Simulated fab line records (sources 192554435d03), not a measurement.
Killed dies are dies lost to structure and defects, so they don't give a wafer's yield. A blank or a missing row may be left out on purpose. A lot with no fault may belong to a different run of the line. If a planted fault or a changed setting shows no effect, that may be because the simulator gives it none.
One fault seen from 3 desks ; flow n5-finfet ; every desk sees just its own numbers, and what lay behind them comes last

## THE DEFECT DESK
For each lot, the counts of the inspections along the route, averaged over the sampled wafers that have a number. A lot is out of limits, marked OUT, if its mean lies more than 4 standard deviations from the usual mean; the brackets give that distance.
Columns: A = raw-defect-count at N5_BEOL_M4_INSPECT_30, usual 412
lot;first seen here;A
L796;day 9 21:26;434
L798;day 10 16:32;292
L799;day 10 21:40;405
L802;day 11 05:40;400
L804;day 11 16:26;477
L808;day 12 15:57;413
L810;day 13 09:37;385
This desk's verdict: no lot among the 7 shows anything out of limits.

## DESK OF THE TOOL OWNER: rie-diel-06
The tool's own readings at N5_BEOL_M4_ETCH_70 (etches SOC in N2/H2, target depth 80 nm, overetch 24 nm, time 130 s): means of the sampled wafers that have a number, for each lot that ran on this tool. A lot is out of limits, marked OUT, if its mean lies more than 4 standard deviations from the usual mean; the brackets give that distance.
Columns: A = drypump-motor-current-A at N5_BEOL_M4_ETCH_70, usual 5.8 A; B = n2-flow-sccm at N5_BEOL_M4_ETCH_70, usual 200.0 sccm; C = oes-product-au at N5_BEOL_M4_ETCH_70, usual 0.58 a.u.; D = rf-vpp-V at N5_BEOL_M4_ETCH_70, usual 524.8 V; E = run-length-s at N5_BEOL_M4_ETCH_70, usual 153.2 s; F = showerhead-plenum-p-Torr at N5_BEOL_M4_ETCH_70, usual 2.58 Torr; G = throttle-valve-pct at N5_BEOL_M4_ETCH_70, usual 17.84 %
lot;first seen here;A;B;C;D;E;F;G
L798;day 10 23:38;5.6;200.1;0.54;523.7;153.2;2.53;18.06
L799;day 11 03:58;5.6;199.4;0.62;525.3;149.0 (-13) OUT;2.60;18.02
L802;day 11 07:02;5.8;200.7;0.58;525.8;150.8 (-7.2) OUT;2.63;17.91
L804;day 12 00:14;5.8;199.9;0.65;528.1;150.1 (-9.2) OUT;2.70;17.93
Finding of this desk: L799, L802, L804 out of limits; the first was L799 at day 11 03:58, on run-length-s at N5_BEOL_M4_ETCH_70. L798 stayed within limits.

## THE METROLOGY DESK
Lot by lot, what the gauges showed, no matter which tool ran the lot: averages of those sampled wafers that carry a number. A lot is out of limits, marked OUT, if its mean lies more than 4 standard deviations from the usual mean; the brackets give that distance. Only the readings that lie furthest out on some lot appear, 7 of the 12 it has.
Columns: A = DIBL_N at N5_BEOL_M4_RC_MEAS_101, usual 35.9 mV/V; B = DIBL_P at N5_BEOL_M4_RC_MEAS_101, usual 35.9 mV/V; C = IOFF_N at N5_BEOL_M4_RC_MEAS_101, usual 0.155 nA/um; D = IOFF_P at N5_BEOL_M4_RC_MEAS_101, usual 0.201 nA/um; E = ION_N at N5_BEOL_M4_RC_MEAS_101, usual 672 uA/um; F = SS_N at N5_BEOL_M4_RC_MEAS_101, usual 71.6 mV/dec; G = VT_N at N5_BEOL_M4_RC_MEAS_101, usual 250.0 mV
lot;first seen here;A;B;C;D;E;F;G
L796;day 9 21:21;37.3;37.5;0.184;0.195;672;71.5;245.6
L798;day 10 16:27;36.0;36.3;0.147;0.197;667;71.3;252.5
L799;day 10 21:35;34.3;36.7;0.160;0.219;676;71.7;248.3
L802;day 11 05:34;36.7;36.6;0.182;0.246;680;71.7;246.1
L804;day 11 16:21;39.3;37.8;0.180;0.228;680;72.2;247.4
L808;day 12 15:52;38.2;38.1;0.185;0.231;687;71.9;248.1
L810;day 13 09:31;35.4;34.6;0.134;0.173;665;71.5;252.3
This desk's verdict: no lot among the 7 shows anything out of limits.

## TAKEN TOGETHER
On L799, L802, L804, at day 11 03:58, an alarm was possible from the tool owner's desk.
Nothing out of limits was seen by the defect desk.
From the metrology desk's view, nothing was out of limits.
The defect desk has L799, L802, L804 on record, within its limits.
The metrology desk holds a record of L799, L802, L804, inside its limits.
Of the lots named, all ran N5_BEOL_M4_ETCH_70 on rie-diel-06.

## WHAT WAS PUT IN BY THE SIMULATOR
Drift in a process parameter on rie-diel-06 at N5_BEOL_M4_ETCH_70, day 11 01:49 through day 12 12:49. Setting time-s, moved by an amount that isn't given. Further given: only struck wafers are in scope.
Shown lots that were struck: L799, L802, L804.
Each desk's first reading out of limits, in hours after the fault started: the tool owner's desk, 2.
